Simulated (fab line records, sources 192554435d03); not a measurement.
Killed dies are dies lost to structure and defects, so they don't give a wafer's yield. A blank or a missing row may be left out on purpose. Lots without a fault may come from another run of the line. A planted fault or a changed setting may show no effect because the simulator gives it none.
Which tool did it? | flow n5_finfet | 24 lots, 72 wafers sampled, at 6 steps of a route of 1938

WHAT THE GAUGES READ, wafer by wafer
N5_ILD0_THK_MEAS_13. Usual: thk_nm 17.5 nm, standard deviation 1.
lot  | measured    | on            | thk_nm (nm)    | flag
L074 | day 3 21:52 | film_metro-02 | 19.0 17.0 16.4 |
L075 | day 4 05:12 | film_metro-01 | 18.8 18.3 18.1 |
L076 | day 4 09:47 | film_metro-01 | 19.0 19.6 19.0 |
L077 | day 4 10:56 | film_metro-02 | 16.3 16.0 16.5 |
L078 | day 4 18:19 | film_metro-02 | 19.2 16.6 18.5 |
L079 | day 5 00:38 | film_metro-01 | 18.9 17.5 18.9 |
L080 | day 5 06:43 | film_metro-01 | 16.4 17.4 17.2 |
L081 | day 5 12:16 | film_metro-01 | 17.2 17.3 16.7 |
L082 | day 5 18:13 | film_metro-02 | 16.5 15.9 15.6 |
L083 | day 5 22:48 | film_metro-01 | 17.4 17.8 17.7 |
L084 | day 6 07:11 | film_metro-02 | 19.4 18.6 19.7 |
L085 | day 6 14:22 | film_metro-02 | 16.9 18.0 17.5 |
L086 | day 6 19:26 | film_metro-01 | 18.5 18.5 18.9 |
L087 | day 6 23:36 | film_metro-01 | 17.7 15.7 17.8 |
L088 | day 7 07:41 | film_metro-01 | 17.6 18.8 17.1 |
L089 | day 7 13:09 | film_metro-02 | 16.6 18.2 16.8 |
L090 | day 7 15:59 | film_metro-01 | 17.4 17.7 17.4 |
L091 | day 7 23:02 | film_metro-02 | 18.3 16.8 18.5 |
L092 | day 8 06:02 | film_metro-01 | 16.0 16.9 16.3 |
L093 | day 8 10:59 | film_metro-02 | 17.6 17.3 15.8 |
L094 | day 8 19:16 | film_metro-02 | 16.3 16.5 16.4 |
L095 | day 8 22:54 | film_metro-02 | 17.9 17.0 18.2 |
L096 | day 9 05:10 | film_metro-01 | 17.7 16.9 16.2 |
L097 | day 9 11:20 | film_metro-01 | 16.1 16.3 17.2 |

WHICH TOOL RAN EACH LOT (tool, then ch and the chambers of the sampled wafers, then the start)
lot  | N5_SD_EPI_N_ETCH_16               | N5_SD_EPI_P_ETCHBACK_46           | N5_SD_EPI_P_ETCH_47               | N5_SD_EPI_P_STRIP_40                | N5_SD_ACTIVATION_LSA_01
L074 | rie_diel-03 ch 0,2, day 3 06:56   | rie_diel-04 ch 0,3, day 3 11:11   | rie_diel-04 ch 0,3, day 3 11:17   | plasma_asher-02 ch 1, day 3 11:36   | laser_anneal-02 ch 0, day 3 14:58
L075 | rie_diel-01 ch 0,1,2, day 3 13:38 | rie_diel-04 ch 1,2,3, day 3 18:38 | rie_diel-04 ch 1,2,3, day 3 18:44 | plasma_asher-02 ch 0,1, day 3 19:04 | laser_anneal-02 ch 0, day 3 22:26
L076 | rie_diel-01 ch 1,2,3, day 3 18:37 | rie_diel-06 ch 1,2, day 3 23:28   | rie_diel-06 ch 1,2, day 3 23:34   | plasma_asher-01 ch 0, day 3 23:53   | laser_anneal-01 ch 0, day 4 03:01
L077 | rie_diel-03 ch 2,3, day 3 18:46   | rie_diel-04 ch 0,1,2, day 3 23:44 | rie_diel-04 ch 0,1,2, day 3 23:50 | plasma_asher-02 ch 0,1, day 4 00:09 | laser_anneal-02 ch 0, day 4 04:11
L078 | rie_diel-05 ch 1,2, day 4 02:52   | rie_diel-06 ch 0,1,2, day 4 07:42 | rie_diel-06 ch 0,1,2, day 4 07:48 | plasma_asher-01 ch 0,1, day 4 08:07 | laser_anneal-01 ch 0, day 4 11:23
L079 | rie_diel-01 ch 0,1, day 4 07:30   | rie_diel-04 ch 2,3, day 4 13:07   | rie_diel-04 ch 2,3, day 4 13:13   | plasma_asher-02 ch 0,1, day 4 13:32 | laser_anneal-02 ch 0, day 4 16:44
L080 | rie_diel-01 ch 0,1,2, day 4 13:16 | rie_diel-06 ch 0,2,3, day 4 18:07 | rie_diel-06 ch 0,2,3, day 4 18:13 | plasma_asher-01 ch 0,1, day 4 18:32 | laser_anneal-01 ch 0, day 4 21:50
L081 | rie_diel-05 ch 0,1,3, day 4 21:08 | rie_diel-02 ch 0,2,3, day 5 01:20 | rie_diel-02 ch 0,2,3, day 5 01:26 | plasma_asher-02 ch 0,1, day 5 01:56 | laser_anneal-02 ch 0, day 5 05:20
L082 | rie_diel-01 ch 0,1,2, day 5 03:25 | rie_diel-06 ch 0,1, day 5 07:38   | rie_diel-06 ch 0,1, day 5 07:44   | plasma_asher-01 ch 0,1, day 5 08:04 | laser_anneal-01 ch 0, day 5 11:13
L083 | rie_diel-03 ch 1,2,3, day 5 07:56 | rie_diel-06 ch 0,1,2, day 5 12:27 | rie_diel-06 ch 0,1,2, day 5 12:33 | plasma_asher-02 ch 0,1, day 5 12:52 | laser_anneal-02 ch 0, day 5 15:59
L084 | rie_diel-05 ch 1,3, day 5 15:48   | rie_diel-06 ch 0,2,3, day 5 20:02 | rie_diel-06 ch 0,2,3, day 5 20:08 | plasma_asher-01 ch 0,1, day 5 20:27 | laser_anneal-01 ch 0, day 5 23:34
L085 | rie_diel-05 ch 0,2,3, day 5 23:56 | rie_diel-06 ch 0,3, day 6 04:02   | rie_diel-06 ch 0,3, day 6 04:08   | plasma_asher-02 ch 0,1, day 6 04:27 | laser_anneal-02 ch 0, day 6 07:35
L086 | rie_diel-05 ch 1,2, day 6 03:55   | rie_diel-02 ch 0,2, day 6 08:08   | rie_diel-02 ch 0,2, day 6 08:14   | plasma_asher-01 ch 0,1, day 6 08:33 | laser_anneal-01 ch 0, day 6 11:42
L087 | rie_diel-03 ch 0,1,2, day 6 08:55 | rie_diel-06 ch 1,2,3, day 6 13:04 | rie_diel-06 ch 1,2,3, day 6 13:10 | plasma_asher-02 ch 0,1, day 6 13:29 | laser_anneal-02 ch 0, day 6 16:36
L088 | rie_diel-01 ch 0,1, day 6 15:44   | rie_diel-04 ch 0,2, day 6 20:43   | rie_diel-04 ch 0,2, day 6 20:49   | plasma_asher-02 ch 0,1, day 6 21:09 | laser_anneal-01 ch 0, day 7 00:18
L089 | rie_diel-01 ch 1,2, day 6 21:10   | rie_diel-04 ch 2,3, day 7 02:08   | rie_diel-04 ch 2,3, day 7 02:14   | plasma_asher-02 ch 0,1, day 7 02:34 | laser_anneal-02 ch 0, day 7 05:50
L090 | rie_diel-03 ch 1,2,3, day 7 00:58 | rie_diel-06 ch 0,1,2, day 7 05:20 | rie_diel-06 ch 0,1,2, day 7 05:26 | plasma_asher-01 ch 0,1, day 7 05:45 | laser_anneal-01 ch 0, day 7 08:59
L091 | rie_diel-03 ch 0,2, day 7 07:39   | rie_diel-02 ch 0,1,3, day 7 12:13 | rie_diel-02 ch 0,1,3, day 7 12:19 | plasma_asher-01 ch 0,1, day 7 12:38 | laser_anneal-02 ch 0, day 7 15:47
L092 | rie_diel-03 ch 0,3, day 7 14:45   | rie_diel-02 ch 0,2, day 7 19:35   | rie_diel-02 ch 0,2, day 7 19:41   | plasma_asher-02 ch 0,1, day 7 20:02 | laser_anneal-01 ch 0, day 7 23:19
L093 | rie_diel-03 ch 0,2,3, day 7 19:52 | rie_diel-04 ch 2,3, day 8 00:14   | rie_diel-04 ch 2,3, day 8 00:20   | plasma_asher-01 ch 0,1, day 8 00:40 | laser_anneal-02 ch 0, day 8 03:47
L094 | rie_diel-01 ch 0,1,3, day 8 03:08 | rie_diel-06 ch 1,2,3, day 8 07:53 | rie_diel-06 ch 1,2,3, day 8 07:59 | plasma_asher-02 ch 0,1, day 8 08:17 | laser_anneal-01 ch 0, day 8 11:25
L095 | rie_diel-05 ch 1,3, day 8 06:47   | rie_diel-06 ch 0,2,3, day 8 11:04 | rie_diel-06 ch 0,2,3, day 8 11:10 | plasma_asher-02 ch 0,1, day 8 11:28 | laser_anneal-02 ch 0, day 8 14:42
L096 | rie_diel-05 ch 0,1,3, day 8 12:41 | rie_diel-04 ch 0,1,3, day 8 16:58 | rie_diel-04 ch 0,1,3, day 8 17:04 | plasma_asher-01 ch 0,1, day 8 17:21 | laser_anneal-01 ch 0, day 8 20:32
L097 | rie_diel-05 ch 0,1,3, day 8 19:44 | rie_diel-04 ch 0,3, day 9 01:02   | rie_diel-04 ch 0,3, day 9 01:08   | plasma_asher-02 ch 0,1, day 9 01:27 | laser_anneal-02 ch 0, day 9 04:34
- N5_SD_EPI_N_ETCH_16: etches SiO2 in CHF3/O2, target depth 5 nm.
- N5_SD_EPI_P_ETCHBACK_46: etches SiNx in CH3F/O2, stops on SiO2, target depth 17.5 nm.
- N5_SD_EPI_P_ETCH_47: etches SiOCN in CH3F/O2, target depth 25 nm.
- N5_SD_EPI_P_STRIP_40: strips in N2/H2.
- N5_SD_ACTIVATION_LSA_01: time 0.0008 s.

WHAT THE TOOLS THEMSELVES READ (means of the sampled wafers that have a number; where no wafer has one, the mark that the record gives instead)
N5_SD_EPI_N_ETCH_16. Usual: drypump_motor_current_A 5.61 A, standard deviation 0.29; oes_product_au 0.80 a.u., standard deviation 0.094; rf_vpp_V 524 V, standard deviation 4.3; showerhead_plenum_p_Torr 2.41 Torr, standard deviation 0.094; throttle_valve_pct 18.92 %, standard deviation 0.24.
lot  | tool        | drypump_motor_current_A (A) | oes_product_au (a.u.) | rf_vpp_V (V) | showerhead_plenum_p_Torr (Torr) | throttle_valve_pct (%) | flag
L074 | rie_diel-03 | 5.34                        | 0.68                  | 521          | 2.36                            | 19.17                  |
L075 | rie_diel-01 | 5.82                        | 0.78                  | 525          | 2.36                            | 18.92                  |
L076 | rie_diel-01 | 5.77                        | 0.81                  | 523          | 2.36                            | 18.89                  |
L077 | rie_diel-03 | 5.59                        | 0.72                  | 527          | 2.43                            | 19.22                  |
L078 | rie_diel-05 | 5.49                        | 0.70                  | 526          | 2.41                            | 18.91                  |
L079 | rie_diel-01 | 5.77                        | 0.79                  | 526          | 2.33                            | 18.88                  |
L080 | rie_diel-01 | 5.84                        | 0.78                  | 525          | 2.35                            | 18.93                  |
L081 | rie_diel-05 | 5.63                        | 0.81                  | 525          | 2.46                            | 18.87                  |
L082 | rie_diel-01 | 5.84                        | 0.78                  | 525          | 2.35                            | 18.93                  |
L083 | rie_diel-03 | 5.77                        | 0.79                  | 529          | 2.46                            | 19.10                  |
L084 | rie_diel-05 | 5.61                        | 0.87                  | 526          | 2.50                            | 18.81                  |
L085 | rie_diel-05 | 5.38                        | 0.88                  | 521          | 2.47                            | 18.67                  |
L086 | rie_diel-05 | 5.47                        | 0.78                  | 525          | 2.40                            | 18.78                  |
L087 | rie_diel-03 | 5.61                        | 0.87                  | 530          | 2.54                            | 18.99                  |
L088 | rie_diel-01 | 5.78                        | 0.78                  | 524          | 2.32                            | 18.90                  |
L089 | rie_diel-01 | 5.91                        | 0.75                  | 523          | 2.37                            | 18.99                  |
L090 | rie_diel-03 | 5.74                        | 0.78                  | 528          | 2.45                            | 19.12                  |
L091 | rie_diel-03 | 5.42                        | 0.78                  | 528          | 2.52                            | 19.17                  |
L092 | rie_diel-03 | 5.58                        | 0.78                  | 522          | 2.38                            | 18.93                  |
L093 | rie_diel-03 | 5.51                        | 0.78                  | 525          | 2.45                            | 19.06                  |
L094 | rie_diel-01 | 5.70                        | 0.79                  | 524          | 2.32                            | 18.90                  |
L095 | rie_diel-05 | 5.64                        | 0.91                  | 525          | 2.50                            | 18.71                  |
L096 | rie_diel-05 | 5.62                        | 0.86                  | 525          | 2.44                            | 18.79                  |
L097 | rie_diel-05 | 5.65                        | 0.85                  | 525          | 2.44                            | 18.79                  |

N5_SD_EPI_P_ETCHBACK_46. Usual: drypump_motor_current_A 5.4 A, standard deviation 0.33; oes_product_au 0.66 a.u., standard deviation 0.076; rf_vpp_V 297.0 V, standard deviation 2.6; showerhead_plenum_p_Torr 1.98 Torr, standard deviation 0.061; throttle_valve_pct 16.44 %, standard deviation 0.28.
lot  | tool        | drypump_motor_current_A (A) | oes_product_au (a.u.) | rf_vpp_V (V) | showerhead_plenum_p_Torr (Torr) | throttle_valve_pct (%) | flag
L074 | rie_diel-04 | 5.4                         | 0.73                  | 294.5        | 1.97                            | 16.18                  |
L075 | rie_diel-04 | 5.5                         | 0.69                  | 296.7        | 1.96                            | 16.25                  |
L076 | rie_diel-06 | 5.2                         | 0.64                  | 299.6        | 1.97                            | 16.57                  |
L077 | rie_diel-04 | 5.4                         | 0.62                  | 295.5        | 1.96                            | 16.54                  |
L078 | rie_diel-06 | 5.2                         | 0.65                  | 299.5        | 2.00                            | 16.59                  |
L079 | rie_diel-04 | 5.7                         | 0.73                  | 295.8        | 1.94                            | 16.20                  |
L080 | rie_diel-06 | 5.5                         | 0.62                  | 297.7        | 1.96                            | 16.65                  |
L081 | rie_diel-02 | 5.5                         | 0.66                  | 295.5        | 1.98                            | 16.29                  |
L082 | rie_diel-06 | 5.0                         | 0.67                  | 300.7        | 2.07                            | 16.55                  |
L083 | rie_diel-06 | 5.2                         | 0.65                  | 299.5        | 2.00                            | 16.61                  |
L084 | rie_diel-06 | 5.5                         | 0.71                  | 296.5        | 1.96                            | 16.52                  |
L085 | rie_diel-06 | 5.5                         | 0.71                  | 296.4        | 1.99                            | 16.53                  |
L086 | rie_diel-02 | 5.6                         | 0.68                  | 295.3        | 1.96                            | 16.35                  |
L087 | rie_diel-06 | 5.4                         | 0.69                  | 297.4        | 1.98                            | 16.44                  |
L088 | rie_diel-04 | 5.6                         | 0.58                  | 294.1        | 1.92                            | 16.80                  |
L089 | rie_diel-04 | 5.7                         | 0.71                  | 295.8        | 1.94                            | 16.24                  |
L090 | rie_diel-06 | 5.2                         | 0.63                  | 298.8        | 1.99                            | 16.64                  |
L091 | rie_diel-02 | 5.5                         | 0.64                  | 296.9        | 1.99                            | 16.29                  |
L092 | rie_diel-02 | 5.6                         | 0.67                  | 296.0        | 1.96                            | 16.36                  |
L093 | rie_diel-04 | 5.7                         | 0.70                  | 295.9        | 1.93                            | 16.26                  |
L094 | rie_diel-06 | 5.4                         | 0.69                  | 299.0        | 1.98                            | 16.47                  |
L095 | rie_diel-06 | 5.5                         | 0.68                  | 296.4        | 1.95                            | 16.54                  |
L096 | rie_diel-04 | 5.3                         | 0.74                  | 295.0        | 1.97                            | 16.14                  |
L097 | rie_diel-04 | 5.3                         | 0.80                  | 293.3        | 1.96                            | 16.22                  |

N5_SD_EPI_P_ETCH_47. Usual: drypump_motor_current_A 5.4 A, standard deviation 0.33; oes_product_au 0.78 a.u., standard deviation 0.092; rf_vpp_V 127.2 V, standard deviation 1.4; showerhead_plenum_p_Torr 1.98 Torr, standard deviation 0.061; throttle_valve_pct 16.41 %, standard deviation 0.28.
lot  | tool        | drypump_motor_current_A (A) | oes_product_au (a.u.) | rf_vpp_V (V) | showerhead_plenum_p_Torr (Torr) | throttle_valve_pct (%) | flag
L074 | rie_diel-04 | 5.4                         | 0.87                  | 125.2        | 1.96                            | 16.17                  |
L075 | rie_diel-04 | 5.5                         | 0.81                  | 126.7        | 1.96                            | 16.23                  |
L076 | rie_diel-06 | 5.2                         | 0.74                  | 128.0        | 1.97                            | 16.55                  |
L077 | rie_diel-04 | 5.4                         | 0.72                  | 126.5        | 1.96                            | 16.51                  |
L078 | rie_diel-06 | 5.2                         | 0.76                  | 129.0        | 2.00                            | 16.56                  |
L079 | rie_diel-04 | 5.7                         | 0.85                  | 126.8        | 1.94                            | 16.17                  |
L080 | rie_diel-06 | 5.5                         | 0.72                  | 127.7        | 1.96                            | 16.64                  |
L081 | rie_diel-02 | 5.6                         | 0.77                  | 126.5        | 1.98                            | 16.25                  |
L082 | rie_diel-06 | 5.0                         | 0.79                  | 128.2        | 2.07                            | 16.52                  |
L083 | rie_diel-06 | 5.2                         | 0.74                  | 129.0        | 2.00                            | 16.59                  |
L084 | rie_diel-06 | 5.5                         | 0.83                  | 127.0        | 1.96                            | 16.49                  |
L085 | rie_diel-06 | 5.5                         | 0.83                  | 126.6        | 1.99                            | 16.51                  |
L086 | rie_diel-02 | 5.6                         | 0.78                  | 127.1        | 1.96                            | 16.31                  |
L087 | rie_diel-06 | 5.4                         | 0.81                  | 127.4        | 1.98                            | 16.43                  |
L088 | rie_diel-04 | 5.6                         | 0.68                  | 126.0        | 1.92                            | 16.78                  |
L089 | rie_diel-04 | 5.7                         | 0.84                  | 126.6        | 1.94                            | 16.21                  |
L090 | rie_diel-06 | 5.2                         | 0.74                  | 129.1        | 1.99                            | 16.60                  |
L091 | rie_diel-02 | 5.5                         | 0.74                  | 126.7        | 1.99                            | 16.26                  |
L092 | rie_diel-02 | 5.6                         | 0.78                  | 126.8        | 1.96                            | 16.32                  |
L093 | rie_diel-04 | 5.7                         | 0.82                  | 126.5        | 1.93                            | 16.24                  |
L094 | rie_diel-06 | 5.4                         | 0.79                  | 127.7        | 1.98                            | 16.44                  |
L095 | rie_diel-06 | 5.5                         | 0.80                  | 127.2        | 1.95                            | 16.52                  |
L096 | rie_diel-04 | 5.3                         | 0.87                  | 126.4        | 1.97                            | 16.12                  |
L097 | rie_diel-04 | 5.3                         | 0.94                  | 125.5        | 1.96                            | 16.19                  |

N5_SD_EPI_P_STRIP_40. Usual: drypump_motor_current_A 5.4 A, standard deviation 0.45; heater_power_w 344 W, standard deviation 47; oes_product_au 0.762 a.u., standard deviation 0.011.
lot  | tool            | drypump_motor_current_A (A) | heater_power_w (W) | oes_product_au (a.u.) | flag
L074 | plasma_asher-02 | 5.7                         | 414                | 0.766                 |
L075 | plasma_asher-02 | 5.5                         | 381                | 0.766                 |
L076 | plasma_asher-01 | 6.0                         | 332                | 0.761                 |
L077 | plasma_asher-02 | 5.2                         | 331                | 0.760                 |
L078 | plasma_asher-01 | 5.4                         | 322                | 0.757                 |
L079 | plasma_asher-02 | 5.4                         | 379                | 0.769                 |
L080 | plasma_asher-01 | 5.7                         | 329                | 0.762                 |
L081 | plasma_asher-02 | 5.2                         | 341                | 0.762                 |
L082 | plasma_asher-01 | 5.5                         | 322                | 0.760                 |
L083 | plasma_asher-02 | 5.2                         | 338                | 0.765                 |
L084 | plasma_asher-01 | 5.5                         | 316                | 0.770                 |
L085 | plasma_asher-02 | 5.1                         | 335                | 0.757                 |
L086 | plasma_asher-01 | 5.7                         | 330                | 0.752                 |
L087 | plasma_asher-02 | 5.4                         | 380                | 0.765                 |
L088 | plasma_asher-02 | 5.4                         | 378                | 0.771                 |
L089 | plasma_asher-02 | 5.4                         | 375                | 0.769                 |
L090 | plasma_asher-01 | 5.5                         | 322                | 0.767                 |
L091 | plasma_asher-01 | 5.5                         | 322                | 0.774                 |
L092 | plasma_asher-02 | 5.4                         | 382                | 0.760                 |
L093 | plasma_asher-01 | 5.5                         | 319                | 0.768                 |
L094 | plasma_asher-02 | 5.4                         | 371                | 0.770                 |
L095 | plasma_asher-02 | 5.1                         | 339                | 0.747                 |
L096 | plasma_asher-01 | 5.7                         | 329                | 0.743                 |
L097 | plasma_asher-02 | 5.1                         | 336                | 0.759                 |

N5_SD_ACTIVATION_LSA_01. Usual: wafer_temp_C_max 1084.4, standard deviation 0.96.
lot  | tool            | wafer_temp_C_max | flag
L074 | laser_anneal-02 | 1086.1           |
L075 | laser_anneal-02 | 1083.9           |
L076 | laser_anneal-01 | 1085.3           |
L077 | laser_anneal-02 | 1084.6           |
L078 | laser_anneal-01 | 1084.1           |
L079 | laser_anneal-02 | 1084.2           |
L080 | laser_anneal-01 | 1084.4           |
L081 | laser_anneal-02 | 1084.0           |
L082 | laser_anneal-01 | 1085.2           |
L083 | laser_anneal-02 | 1084.4           |
L084 | laser_anneal-01 | 1084.6           |
L085 | laser_anneal-02 | 1084.6           |
L086 | laser_anneal-01 | 1083.6           |
L087 | laser_anneal-02 | 1084.5           |
L088 | laser_anneal-01 | 1084.6           |
L089 | laser_anneal-02 | 1084.0           |
L090 | laser_anneal-01 | 1084.0           |
L091 | laser_anneal-02 | 1083.1           |
L092 | laser_anneal-01 | 1083.2           |
L093 | laser_anneal-02 | 1083.8           |
L094 | laser_anneal-01 | 1084.5           |
L095 | laser_anneal-02 | 1084.0           |
L096 | laser_anneal-01 | 1084.9           |
L097 | laser_anneal-02 | 1084.1           |

THE ANSWER, worked out from the rows above alone
Rule: a lot is off if the mean of its wafers that have a number lies more than 3 standard deviations from the usual mean. A lot without any number at a reading at which 4 lots or more have one is off too. The other lots that the step has rows for count as sound. The gauges are gone through in route order, then the tools' own readings, and for those a lot's mean is taken as printed above. The first step at which some lot is off is used, and at that step the reading that is off furthest; a lot without a number counts as furthest.
No lot is off at any reading shown: from this, nothing can be told.

WHAT THE SIMULATOR HAD PUT IN
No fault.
